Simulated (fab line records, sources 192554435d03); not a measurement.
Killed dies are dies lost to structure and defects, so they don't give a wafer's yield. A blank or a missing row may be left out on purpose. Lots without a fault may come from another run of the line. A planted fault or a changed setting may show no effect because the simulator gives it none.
fab line records | flow n5_finfet
record lots=11 wafers=33 last_day=17
route steps=1938 shown BEOL_M14@1729 PASSIVATION@1936
lots that met no fault: from a run of the same line without faults
start_h: hours from the record's first day to the start of the lot's first wafer shown | wait_h: hours since the lot's step before | " the same as in the row above | L1.1+2: a row that stands for several wafers | - no value, or no start given | * or withheld: withheld | < > ~ a bound
route shown NAME@n: a module of which the file shows steps, and the number in the route of the first | usual: mean/standard deviation of fault-free wafers | same: alike in all rows | chamber/n: place in a boat | sites: the reading at each site | _std_site: their standard deviation | _edge_site: outer sites' mean less inner sites' | radius_mm: how far each site lies from the wafer's centre | mask NAME#n: copy n | behind: the tool/chamber that last shaped the wafer | hold: why the lot was held/for how many hours/how that ended | device: the transistor (n, p or np) that didn't switch | end of line: the same wafers' tests at the end of the route | a step without rows: its recipe alone | killed: dies lost to structure and defects at the first sort, not the wafer's yield | map: a wafer's dies, x killed, . not, _ none there
set.NAME: the setting as run; set.NAME@STEP: as run at that earlier step | model.NAME: the simulator's own value behind a step, which no gauge read
steps of the route over a sample of lots; a table a step, a row a wafer
services: from which hour (start_h, from the record's first day; less than 0 if before it) a tool's chamber was out of use, for how many hours, and why
## steps
# step N5_BEOL_M14_DESCUM_15
# recipe chemistry=O2 time_s=7.9 source_power_w=50 bias_power_w=20 pressure_mtorr=20 rf_frequency_hz=2.712e+07 temp_c=40 o2_flow_sccm=225
# usual drypump_motor_current_A=5.6/0.55 oes_product_au=0.84/0.078 rf_vpp_V=243.1/1.3 showerhead_plenum_p_Torr=2.09/0.061 throttle_valve_pct=20.34/0.17
# same time_s=7.9
# columns lot.wafer tool chamber start_h wait_h drypump_motor_current_A oes_product_au rf_hours_counter_h rf_vpp_V showerhead_plenum_p_Torr throttle_valve_pct
L802.1 rie_diel-06 2 239.85 1.1 6.1 0.82 67 242.4 2.04 20.40
L802.3 " 3 " " 5.0 0.70 250 243.4 2.06 20.63
L802.6 " 3 " " 5.0 0.69 - 242.7 2.06 20.64
L803.1 rie_diel-06 0 240.61 0.9 5.8 0.70 229 240.3 2.05 20.34
L803.4 " 1 " " 5.3 0.87 - 244.3 2.14 20.46
L803.5 " 0 " " 5.8 0.69 - 242.9 2.05 20.36
L804.2 rie_diel-04 0 244.90 0.3 6.2 0.80 81 244.6 2.12 19.96
L804.3 " 3 " " 5.5 0.77 137 243.8 2.10 20.43
L804.6 " 1 " " 5.5 0.69 - 241.8 2.07 20.62
L809.4 rie_diel-04 0 291.58 0.0 6.3 0.79 - 241.7 2.11 20.00
L809.5 " 2 " " 5.1 0.84 - 242.3 2.10 20.15
L809.6 " 3 " " 5.5 0.74 - 241.8 2.09 20.47
L811.1 rie_diel-06 1 301.54 0.0 5.3 0.84 56 243.9 2.13 20.47
L811.2 " 3 " " 5.0 0.96 15 242.1 2.05 20.24
L811.4 " 2 " " 6.1 0.79 - 241.5 2.03 20.43
L814.2 rie_diel-02 3 302.50 0.0 5.9 0.85 78 244.5 2.21 20.20
L814.3 " 1 " " 6.7 0.87 60 241.8 2.04 20.33
L814.5 " 1 " " 6.7 0.87 - 243.6 2.04 20.32
L812.1 rie_diel-06 3 308.17 0.0 5.0 0.95 18 241.7 2.05 20.24
L812.2 " 2 " " 6.1 0.80 95 242.2 2.03 20.45
L812.3 " 1 " " 5.3 0.83 60 245.0 2.13 20.49
L813.2 rie_diel-02 3 308.68 0.0 5.9 0.84 79 245.1 2.20 20.22
L813.3 " 1 " " 6.7 0.87 62 242.6 2.04 20.33
L813.4 " 2 " " 4.9 0.76 142 244.3 2.09 20.64
L815.2 rie_diel-02 3 319.81 0.0 5.9 0.84 83 245.0 2.20 20.22
L815.3 " 1 " " 6.7 0.86 66 241.0 2.04 20.33
L815.6 " 1 " " 6.7 0.86 - 242.2 2.04 20.32
L822.1 rie_diel-06 2 365.10 0.0 6.1 0.76 118 242.3 2.02 20.48
L822.2 " 1 " " 5.3 0.81 80 242.7 2.12 20.52
L822.6 " 3 " " 5.0 0.91 - 243.9 2.04 20.28
L824.2 rie_diel-06 2 371.79 0.0 6.1 0.75 121 242.1 2.02 20.47
L824.4 " 3 " " 5.0 0.90 43 242.2 2.04 20.27
L824.5 " 0 " " 5.8 0.92 - 243.3 2.04 20.10
# step N5_BEOL_M14_CD_MEAS_17
# recipe target_cd_nm=250 polarity=opening
# usual cd_nm=251.3/1.5
# columns lot.wafer tool chamber start_h wait_h cd_nm
L802.1 cd_sem-03 - 240.29 0.0 251.3
L802.3 " - " " 252.3
L802.6 " - " " 251.1
L803.1 cd_sem-01 - 241.04 0.0 250.1
L803.4 " - " " 252.9
L803.5 " - " " 253.7
L804.2 cd_sem-03 - 245.34 0.0 249.6
L804.3 " - " " 249.3
L804.6 " - " " 252.1
L809.4 cd_sem-03 - 292.00 0.0 250.3
L809.5 " - " " 251.9
L809.6 " - " " 253.5
L811.1 cd_sem-02 - 301.98 0.0 249.0
L811.2 " - " " 251.5
L811.4 " - " " 247.8
L814.2 cd_sem-02 - 302.94 0.0 253.0
L814.3 " - " " 250.3
L814.5 " - " " 250.8
L812.1 cd_sem-02 - 308.62 0.0 251.9
L812.2 " - " " 249.5
L812.3 " - " " 251.2
L813.2 cd_sem-02 - 309.12 0.0 251.3
L813.3 " - " " 251.7
L813.4 " - " " 251.4
L815.2 cd_sem-01 - 320.25 0.0 254.7
L815.3 " - " " 252.2
L815.6 " - " " 252.5
L822.1 cd_sem-01 - 365.53 0.0 250.9
L822.2 " - " " 253.7
L822.6 " - " " 251.4
L824.2 cd_sem-01 - 372.22 0.0 252.4
L824.4 " - " " 254.1
L824.5 " - " " 252.6
# step N5_BEOL_M14_COAT_65
# recipe resist=SOC temp_c=250 time_s=60 spin_rpm=1500 resist_thk_nm=450
# usual dispense_pressure_kPa=53/7.5 heater_power_total_W=500.4/1.9 plate_temp_C=249.99/0.15
# same time_s=60
# columns lot.wafer tool chamber start_h wait_h dispense_pressure_kPa heater_power_total_W plate_temp_C
L802.1 litho_track-03 0 240.32 0.0 59 500.0 250.01
L802.3 " 0 " " 59 503.0 250.20
L802.6 " 0 " " 59 503.0 250.27
L803.1 litho_track-03 0 241.08 0.0 59 499.9 250.02
L803.4 " 0 " " 59 497.7 250.12
L803.5 " 0 " " 59 501.0 249.95
L804.2 litho_track-05 0 245.38 0.0 42 502.4 249.91
L804.3 " 0 " " 42 501.8 250.05
L804.6 " 0 " " 42 498.8 250.26
L809.4 litho_track-05 0 292.04 0.0 42 503.2 249.81
L809.5 " 0 " " 42 502.4 250.07
L809.6 " 0 " " 42 503.1 250.05
L811.1 litho_track-03 0 302.02 0.0 59 502.5 250.16
L811.2 " 0 " " 59 501.8 249.92
L811.4 " 0 " " 59 498.3 249.90
L814.2 litho_track-03 0 302.98 0.0 59 502.3 249.98
L814.3 " 0 " " 59 497.7 250.09
L814.5 " 0 " " 59 501.7 250.03
L812.1 litho_track-01 0 308.65 0.0 49 498.6 249.91
L812.2 " 0 " " 49 501.3 249.90
L812.3 " 0 " " 49 499.6 249.74
L813.2 litho_track-03 0 309.15 0.0 59 485.7 243.82
L813.3 " 0 " " 59 486.6 243.99
L813.4 " 0 " " 59 482.7 243.90
L815.2 litho_track-03 0 320.30 0.0 59 485.2 243.61
L815.3 " 0 " " 59 485.0 243.73
L815.6 " 0 " " 59 485.4 243.85
L822.1 litho_track-05 0 365.57 0.0 42 499.8 249.95
L822.2 " 0 " " 42 503.1 249.83
L822.6 " 0 " " 42 499.7 249.88
L824.2 litho_track-05 0 372.26 0.0 42 501.6 250.01
L824.4 " 0 " " 42 498.0 250.34
L824.5 " 0 " " 42 501.9 249.87
# step N5_BEOL_M14_CD_MEAS_28
# recipe target_cd_nm=284.4 landing_energy_ev=500 detector=se_inlens
# usual cd_nm=284.6/1
# columns lot.wafer tool chamber start_h wait_h cd_nm
L802.1 cd_sem-01 0 240.74 - 284.8
L802.3 " 0 " " 286.0
L802.6 " 0 " " 285.2
L803.1 cd_sem-01 0 241.37 - 283.0
L803.4 " 0 " " 285.7
L803.5 " 0 " " 284.3
L804.2 cd_sem-01 0 245.79 - 283.3
L804.3 " 0 " " 284.6
L804.6 " 0 " " 283.7
L809.4 cd_sem-03 0 292.46 - 284.1
L809.5 " 0 " " 283.9
L809.6 " 0 " " 287.1
L811.1 cd_sem-01 0 302.45 - 284.4
L811.2 " 0 " " 284.3
L811.4 " 0 " " 285.7
L814.2 cd_sem-02 0 303.40 - 286.3
L814.3 " 0 " " 284.1
L814.5 " 0 " " 283.5
L812.1 cd_sem-01 0 308.94 - 286.0
L812.2 " 0 " " 284.2
L812.3 " 0 " " 284.1
L813.2 cd_sem-02 0 309.57 - 285.7
L813.3 " 0 " " 286.4
L813.4 " 0 " " 285.8
L815.2 cd_sem-02 0 320.59 - 282.9
L815.3 " 0 " " 284.2
L815.6 " 0 " " 283.5
L822.1 cd_sem-02 0 365.99 - 284.4
L822.2 " 0 " " 284.7
L822.6 " 0 " " 283.4
L824.2 cd_sem-01 0 372.68 - 284.7
L824.4 " 0 " " 284.7
L824.5 " 0 " " 285.1
# step N5_PASSIVATION_PROBE_49
# usual defect_limited_yield=91.3/1.3 killed_at_M0_to_M3=33/8.9 killed_at_M4_up=15/5.4 killed_at_contacts=13/5.8 killed_at_front_end=39/9.9 killed_at_other=3.2/2.9 killed_dies=102/15 killed_open=68/12 killed_short=34/7.6 sort_bin_4_leakage=0.00/0.007 sort_bin_5_function=5.1/0.89 sort_bin_6_memory=3.2/0.63 sort_bin_8_speed=0.00/0.007 sort_n_pass=1078/15 sort_yield_pct=91.3/1.3
# same gross_dies=1180 killed_at_back_side=0
# columns lot.wafer tool chamber start_h wait_h defect_limited_yield[%] killed_at_M0_to_M3 killed_at_M4_up killed_at_contacts killed_at_front_end killed_at_other killed_dies killed_open killed_short sort_bin_4_leakage[%] sort_bin_5_function[%] sort_bin_6_memory[%] sort_bin_8_speed[%] sort_n_pass sort_yield_pct[%]
L802.1 prober-01 - 263.01 0.0 90.9 24 24 14 41 4 107 79 28 0 5.0 3.7 0 1073 90.9
L802.3 prober-01 - 263.11 0.1 92.7 27 12 11 33 3 86 56 30 0 3.9 3.3 0 1094 92.7
L802.6 prober-01 - 263.26 0.3 92.0 45 11 9 21 8 94 59 34 0 5.2 2.2 0 1086 92.0
L803.1 prober-01 - 266.59 0.0 91.6 45 12 20 18 4 99 55 43 0 4.5 3.6 0 1081 91.6
L803.4 prober-01 - 266.74 0.2 93.1 25 14 14 28 1 82 55 26 0 4.5 2.4 0 1098 93.1
L803.5 prober-01 - 266.79 0.2 93.6 26 16 10 22 2 76 59 16 0 4.1 2.3 0 1104 93.6
L804.2 prober-02 - 268.61 0.1 90.0 33 15 15 55 0 118 88 30 0 5.9 3.9 0 1062 90.0
L804.3 prober-02 - 268.66 0.1 89.9 28 20 22 48 1 119 84 35 0 5.2 4.6 0 1061 89.9
L804.6 prober-02 - 268.81 0.3 92.4 17 27 11 35 0 90 63 27 0 4.7 3.0 0 1090 92.4
L809.4 prober-01 - 318.07 0.2 91.4 39 8 12 38 5 102 55 47 0 4.7 3.3 0 1078 91.4
L809.5 prober-01 - 318.12 0.2 90.3 36 13 16 45 4 114 79 35 0 5.2 4.2 0 1066 90.3
L809.6 prober-01 - 318.17 0.3 91.4 24 12 16 46 3 101 69 32 0 4.6 3.6 0 1079 91.4
L811.1 prober-01 - 331.56 0.0 89.7 31 14 13 59 5 122 86 36 0 6.7 3.1 0 1058 89.7
L811.2 prober-01 - 331.61 0.1 92.2 26 21 3 40 2 92 54 38 0 4.0 3.5 0 1088 92.2
L811.4 prober-01 - 331.71 0.2 90.2 39 18 13 45 1 116 82 34 0 5.5 4.1 0 1064 90.2
L814.2 prober-01 - 332.60 0.1 89.2 60 10 24 32 1 127 79 48 0 5.8 4.6 0 1053 89.2
L814.3 prober-01 - 332.65 0.1 91.1 41 9 8 47 0 105 76 29 0 5.3 3.4 0 1075 91.1
L814.5 prober-01 - 332.75 0.2 91.9 33 9 11 35 7 95 63 32 0 4.8 2.9 0 1085 91.9
L812.1 prober-01 - 335.09 0.0 92.4 16 30 9 31 4 90 64 26 0 4.9 2.2 0 1090 92.4
L812.2 prober-01 - 335.14 0.1 91.4 38 14 12 26 11 101 62 37 0 4.8 3.4 0.08 1078 91.4
L812.3 prober-01 - 335.19 0.1 93.0 22 18 12 28 3 83 52 29 0 4.1 2.8 0 1097 93.0
L813.2 prober-01 - 336.70 0.1 92.5 18 19 7 36 8 88 60 27 0 4.2 3.1 0 1092 92.5
L813.3 prober-01 - 336.75 0.1 92.1 29 8 14 31 11 93 57 36 0 4.4 3.1 0 1087 92.1
L813.4 prober-01 - 336.80 0.2 89.5 27 28 8 55 6 124 85 36 0 6.5 3.7 0 1056 89.5
L815.2 prober-02 - 345.31 0.1 90.3 40 14 8 51 2 115 74 40 0 5.9 3.6 0 1065 90.3
L815.3 prober-02 - 345.36 0.1 90.7 21 13 18 57 1 110 72 38 0 5.4 3.6 0 1070 90.7
L815.6 prober-02 - 345.51 0.3 89.0 32 13 14 66 5 130 81 48 0 7.4 3.6 0 1050 89.0
L822.1 prober-02 - 396.61 0.0 91.3 39 16 7 36 5 103 77 26 0 5.3 2.7 0 1077 91.3
L822.2 prober-02 - 396.66 0.1 90.0 41 16 21 34 6 118 80 38 0 6.4 3.1 0 1062 90.0
L822.6 prober-02 - 396.86 0.3 91.5 35 13 12 36 4 100 71 29 0 5.2 3.1 0 1080 91.5
L824.2 prober-02 - 402.13 0.1 90.5 25 13 20 50 4 112 73 39 0 5.6 3.5 0 1068 90.5
L824.4 prober-02 - 402.23 0.2 90.2 42 7 25 41 1 116 75 41 0.08 6.1 3.5 0 1063 90.1
L824.5 prober-02 - 402.28 0.2 90.3 38 10 23 41 3 115 82 33 0 5.8 3.6 0 1065 90.3
# killed by level:class
L802.1 BEOL_M0_SAQP:geometric_particle:open=9 FIN_SAQP:geometric_particle:open=8 MOL_CONTACT_COAG:geometric_particle:open=8 BEOL_M4:geometric_particle:open=8 STARTING-WAFER:geometric_particle:open=7 MOL_CONTACT_COAG:geometric_particle:short=6 STI_FIN_REVEAL:geometric_particle:open=5 BEOL_M5:geometric_particle:open=5
L802.3 BEOL_M0_SAQP:geometric_particle:open=12 MOL_CONTACT_COAG:geometric_particle:open=9 BEOL_M0_SAQP:geometric_particle:short=8 FIN_SAQP:geometric_particle:short=7 STI_FIN_REVEAL:geometric_particle:open=5 DUMMY_GATE:geometric_particle:open=5 FIN_SAQP:geometric_particle:open=4 BEOL_M3:geometric_particle:open=4
L802.6 BEOL_M0_SAQP:geometric_particle:short=10 BEOL_M0_SAQP:geometric_particle:open=9 MOL_CONTACT_COAG:geometric_particle:open=8 BEOL_M3:geometric_particle:open=8 BEOL_M1:geometric_particle:open=6 BEOL_M3:geometric_particle:short=6 PASS1_CAP:geometric_particle:open=5 STARTING-WAFER:geometric_particle:open=5
L803.1 BEOL_M0_SAQP:geometric_particle:short=14 MOL_CONTACT_COAG:geometric_particle:open=13 BEOL_M2:geometric_particle:open=12 BEOL_M0_SAQP:geometric_particle:open=10 MOL_CONTACT_COAG:geometric_particle:short=7 BEOL_M4:geometric_particle:short=4 ILD0:geometric_particle:short=3 BEOL_M3:geometric_particle:short=3
L803.4 BEOL_M0_SAQP:geometric_particle:short=10 MOL_CONTACT_COAG:geometric_particle:open=9 BEOL_M0_SAQP:geometric_particle:open=6 BEOL_M3:geometric_particle:open=6 BEOL_M4:geometric_particle:open=6 MOL_CONTACT_COAG:geometric_particle:short=5 STARTING-WAFER:geometric_particle:open=5 FIN_SAQP:geometric_particle:open=4
L803.5 FIN_SAQP:geometric_particle:open=9 BEOL_M2:geometric_particle:open=9 MOL_CONTACT_COAG:geometric_particle:open=7 BEOL_M3:geometric_particle:open=6 BEOL_M4:geometric_particle:open=6 DUMMY_GATE:geometric_particle:open=5 BEOL_M0_SAQP:geometric_particle:short=4 FIN_SAQP:geometric_particle:short=3
L804.2 MOL_CONTACT_COAG:geometric_particle:open=14 DUMMY_GATE:geometric_particle:open=13 BEOL_M1:geometric_particle:open=13 STI_FIN_REVEAL:geometric_particle:open=9 BEOL_M4:geometric_particle:open=9 GATE_CUT:geometric_particle:short=9 FIN_SAQP:geometric_particle:short=8 BEOL_M2:geometric_particle:open=7
L804.3 STI_FIN_REVEAL:geometric_particle:open=21 MOL_CONTACT_COAG:geometric_particle:open=15 BEOL_M4:geometric_particle:open=14 GATE_CUT:geometric_particle:short=8 MOL_CONTACT_COAG:geometric_particle:short=7 BEOL_M0_SAQP:geometric_particle:open=6 BEOL_M2:geometric_particle:open=6 DUMMY_GATE:geometric_particle:open=4
L804.6 BEOL_M4:geometric_particle:open=20 STI_FIN_REVEAL:geometric_particle:open=10 MOL_CONTACT_COAG:geometric_particle:open=10 FIN_SAQP:geometric_particle:short=7 BEOL_M0_SAQP:geometric_particle:open=6 DUMMY_GATE:geometric_particle:open=4 GATE_CUT:geometric_particle:short=3 STARTING-WAFER:geometric_particle:short=3
L809.4 BEOL_M0_SAQP:geometric_particle:short=13 FIN_SAQP:geometric_particle:short=9 BEOL_M0_SAQP:geometric_particle:open=9 FIN_SAQP:geometric_particle:open=8 MOL_CONTACT_COAG:geometric_particle:short=6 MOL_CONTACT_COAG:geometric_particle:open=6 STI_FIN_REVEAL:geometric_particle:open=4 DUMMY_GATE:geometric_particle:open=4
L809.5 BEOL_M0_SAQP:geometric_particle:open=14 MOL_CONTACT_COAG:geometric_particle:open=12 FIN_SAQP:geometric_particle:open=9 STI_FIN_REVEAL:geometric_particle:open=9 BEOL_M4:geometric_particle:open=8 BEOL_M2:geometric_particle:open=8 GATE_CUT:geometric_particle:short=7 BEOL_M0_SAQP:geometric_particle:short=7
L809.6 MOL_CONTACT_COAG:geometric_particle:open=13 FIN_SAQP:geometric_particle:short=12 FIN_SAQP:geometric_particle:open=11 BEOL_M0_SAQP:geometric_particle:open=8 STI_FIN_REVEAL:geometric_particle:open=7 BEOL_M2:geometric_particle:open=6 BEOL_M4:geometric_particle:open=4 STARTING-WAFER:geometric_particle:open=3
L811.1 STI_FIN_REVEAL:geometric_particle:open=15 MOL_CONTACT_COAG:geometric_particle:open=11 FIN_SAQP:geometric_particle:short=10 FIN_SAQP:geometric_particle:open=9 DUMMY_GATE:geometric_particle:open=9 BEOL_M2:geometric_particle:open=8 BEOL_M4:geometric_particle:open=8 BEOL_M3:geometric_particle:open=5
L811.2 BEOL_M4:geometric_particle:open=7 DUMMY_GATE:geometric_particle:open=6 BEOL_M0:geometric_particle:open=6 FIN_SAQP:geometric_particle:short=5 STI_FIN_REVEAL:geometric_particle:open=5 GATE_CUT:geometric_particle:short=5 FIN_SAQP:geometric_particle:open=4 FIN_CUT:geometric_particle:short=4
L811.4 BEOL_M3:geometric_particle:open=13 STI_FIN_REVEAL:geometric_particle:open=9 FIN_SAQP:geometric_particle:short=8 MOL_CONTACT_COAG:geometric_particle:open=8 BEOL_M4:geometric_particle:open=8 FIN_SAQP:geometric_particle:open=6 GATE_CUT:geometric_particle:short=5 MOL_CONTACT_COAG:geometric_particle:short=5
L814.2 MOL_CONTACT_COAG:geometric_particle:open=18 BEOL_M0_SAQP:geometric_particle:open=17 BEOL_M0_SAQP:geometric_particle:short=13 BEOL_M2:geometric_particle:open=8 FIN_SAQP:geometric_particle:open=7 DUMMY_GATE:geometric_particle:open=7 BEOL_M3:geometric_particle:open=7 MOL_CONTACT_COAG:geometric_particle:short=6
L814.3 STI_FIN_REVEAL:geometric_particle:open=16 BEOL_M3:geometric_particle:open=13 BEOL_M0_SAQP:geometric_particle:short=8 BEOL_M2:geometric_particle:open=8 DUMMY_GATE:geometric_particle:open=7 BEOL_M0_SAQP:geometric_particle:open=7 FIN_SAQP:geometric_particle:open=6 MOL_CONTACT_COAG:geometric_particle:open=6
L814.5 FIN_SAQP:geometric_particle:open=10 FIN_SAQP:geometric_particle:short=9 MOL_CONTACT_COAG:geometric_particle:open=9 BEOL_M1:geometric_particle:open=8 DUMMY_GATE:geometric_particle:open=5 BEOL_M0_SAQP:geometric_particle:open=5 BEOL_M0_SAQP:geometric_particle:short=5 STI_FIN_REVEAL:geometric_particle:open=4
L812.1 BEOL_M4:geometric_particle:open=15 STI_FIN_REVEAL:geometric_particle:open=9 MOL_CONTACT_COAG:geometric_particle:open=8 BEOL_M5:geometric_particle:open=5 DUMMY_GATE:geometric_particle:open=4 BEOL_M3:geometric_particle:open=4 STARTING-WAFER:geometric_particle:short=4 FIN_SAQP:geometric_particle:open=3
L812.2 BEOL_M0_SAQP:geometric_particle:open=10 BEOL_M4:geometric_particle:open=9 BEOL_M0_SAQP:geometric_particle:short=9 MOL_CONTACT_COAG:geometric_particle:open=9 STI_FIN_REVEAL:geometric_particle:open=7 BEOL_M3:geometric_particle:short=6 BEOL_M2:geometric_particle:open=5 FIN_SAQP:geometric_particle:open=4
L812.3 MOL_CONTACT_COAG:geometric_particle:open=12 BEOL_M0_SAQP:geometric_particle:short=8 FIN_SAQP:geometric_particle:open=6 BEOL_M0_SAQP:geometric_particle:open=6 ILD0:geometric_particle:short=4 STARTING-WAFER:geometric_particle:short=4 STI_FIN_REVEAL:geometric_particle:open=3 GATE_CUT:geometric_particle:short=3
L813.2 FIN_SAQP:geometric_particle:open=15 FIN_SAQP:geometric_particle:short=11 BEOL_M4:geometric_particle:open=10 MOL_CONTACT_COAG:geometric_particle:open=7 DUMMY_GATE:geometric_particle:open=5 BEOL_M2:geometric_particle:open=5 BEOL_M3:geometric_particle:open=4 PAD_METAL:geometric_particle:short=4
L813.3 FIN_SAQP:geometric_particle:short=12 MOL_CONTACT_COAG:geometric_particle:open=11 BEOL_M3:geometric_particle:open=8 PAD_METAL:geometric_particle:short=6 BEOL_M0_SAQP:geometric_particle:open=5 BEOL_M1:geometric_particle:open=5 FIN_SAQP:geometric_particle:open=4 BEOL_M0_SAQP:geometric_particle:short=4
L813.4 BEOL_M4:geometric_particle:open=19 FIN_SAQP:geometric_particle:open=17 FIN_SAQP:geometric_particle:short=14 BEOL_M3:geometric_particle:open=13 STI_FIN_REVEAL:geometric_particle:open=10 MOL_CONTACT_COAG:geometric_particle:open=5 BEOL_M3:geometric_particle:short=5 BEOL_M5:geometric_particle:open=4
L815.2 FIN_SAQP:geometric_particle:short=16 STI_FIN_REVEAL:geometric_particle:open=13 BEOL_M0_SAQP:geometric_particle:open=11 FIN_SAQP:geometric_particle:open=8 BEOL_M1:geometric_particle:open=8 BEOL_M3:geometric_particle:open=8 BEOL_M4:geometric_particle:open=8 MOL_CONTACT_COAG:geometric_particle:open=7
L815.3 FIN_SAQP:geometric_particle:open=19 FIN_SAQP:geometric_particle:short=18 MOL_CONTACT_COAG:geometric_particle:open=17 BEOL_M2:geometric_particle:open=7 GATE_CUT:geometric_particle:short=7 BEOL_M0_SAQP:geometric_particle:open=5 GATE_CUT:geometric_particle:open=4 BEOL_M4:geometric_particle:open=4
L815.6 FIN_SAQP:geometric_particle:short=21 FIN_SAQP:geometric_particle:open=16 MOL_CONTACT_COAG:geometric_particle:open=12 BEOL_M1:geometric_particle:open=10 STI_FIN_REVEAL:geometric_particle:open=9 GATE_CUT:geometric_particle:short=8 BEOL_M2:geometric_particle:open=6 BEOL_M0_SAQP:geometric_particle:open=6
L822.1 FIN_SAQP:geometric_particle:open=16 BEOL_M0_SAQP:geometric_particle:open=9 BEOL_M2:geometric_particle:open=6 BEOL_M0:geometric_particle:open=6 BEOL_M3:geometric_particle:open=6 MOL_CONTACT_COAG:geometric_particle:open=5 BEOL_M0_SAQP:geometric_particle:short=5 BEOL_M4:geometric_particle:open=5
L822.2 MOL_CONTACT_COAG:geometric_particle:open=19 BEOL_M0_SAQP:geometric_particle:short=13 FIN_SAQP:geometric_particle:open=10 STI_FIN_REVEAL:geometric_particle:open=9 BEOL_M0_SAQP:geometric_particle:open=7 BEOL_M1:geometric_particle:open=7 BEOL_M1:geometric_particle:short=5 BEOL_M7:geometric_particle:open=5
L822.6 BEOL_M1:geometric_particle:open=12 BEOL_M4:geometric_particle:open=9 STI_FIN_REVEAL:geometric_particle:open=7 MOL_CONTACT_COAG:geometric_particle:open=7 BEOL_M0_SAQP:geometric_particle:open=7 BEOL_M3:geometric_particle:open=6 GATE_CUT:geometric_particle:short=5 MOL_CONTACT_COAG:geometric_particle:short=5
L824.2 MOL_CONTACT_COAG:geometric_particle:open=16 FIN_SAQP:geometric_particle:open=9 FIN_SAQP:geometric_particle:short=9 STI_FIN_REVEAL:geometric_particle:open=8 BEOL_M0_SAQP:geometric_particle:open=6 BEOL_M1:geometric_particle:short=6 BEOL_M5:geometric_particle:open=6 DUMMY_GATE:geometric_particle:open=5
L824.4 MOL_CONTACT_COAG:geometric_particle:open=20 BEOL_M0_SAQP:geometric_particle:open=13 STI_FIN_REVEAL:geometric_particle:open=12 BEOL_M0_SAQP:geometric_particle:short=8 BEOL_M2:geometric_particle:short=7 FIN_SAQP:geometric_particle:short=5 FIN_SAQP:geometric_particle:open=5 MOL_CONTACT_COAG:geometric_particle:short=5
L824.5 MOL_CONTACT_COAG:geometric_particle:open=22 STI_FIN_REVEAL:geometric_particle:open=15 BEOL_M0_SAQP:geometric_particle:short=9 BEOL_M0_SAQP:geometric_particle:open=9 BEOL_M1:geometric_particle:open=6 STI_FIN_REVEAL:geometric_particle:short=5 DUMMY_GATE:geometric_particle:open=5 BEOL_M1:geometric_particle:short=5
## services
# columns tool chamber start_h hours kind
rie_diel-02 - 217.41 0.9 repair
rie_diel-02 - 221.67 28.1 pm
litho_track-01 - 226.73 - consumable_replace:filter
rie_diel-06 3 240.20 - clean
rie_diel-06 3 240.20 - consumable_replace:focus_ring
rie_diel-06 3 240.20 19.6 scheduled_down
rie_diel-06 3 240.20 19.6 vent_cycle
rie_diel-04 1 283.96 9.8 repair
rie_diel-06 0 291.93 - clean
rie_diel-06 0 291.93 - consumable_replace:focus_ring
rie_diel-06 0 291.93 14.4 scheduled_down
rie_diel-06 0 291.93 14.4 vent_cycle
rie_diel-04 2 306.92 9.3 repair
rie_diel-04 1 322.19 - clean
rie_diel-04 1 322.19 - consumable_replace:focus_ring
rie_diel-04 1 322.19 16.8 scheduled_down
rie_diel-04 1 322.19 16.8 vent_cycle
rie_diel-02 0 360.62 1.7 repair
rie_diel-04 - 370.58 2.8 pm
## key
first_sign step=N5_BEOL_M14_COAT_65 reading=plate_temp_C direction=down sigmas=41 usual=* struck=*
effect step=N5_BEOL_M14_COAT_65 reading=heater_power_total_W direction=down sigmas=8 usual=* struck=*
met_at N5_BEOL_M14_COAT_65
struck_lots L813,L815
not_acting_at N5_BEOL_M14_DESCUM_15,N5_BEOL_M14_CD_MEAS_17,N5_BEOL_M14_CD_MEAS_28
onset_between 302.98 309.15
fault kind=process_parameter_drift tool=litho_track-03 chamber=- onset_h=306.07 steps=N5_BEOL_M14_COAT_65 channel=temp_c offset=* shape=step end_h=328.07 acts_in=* stated=*
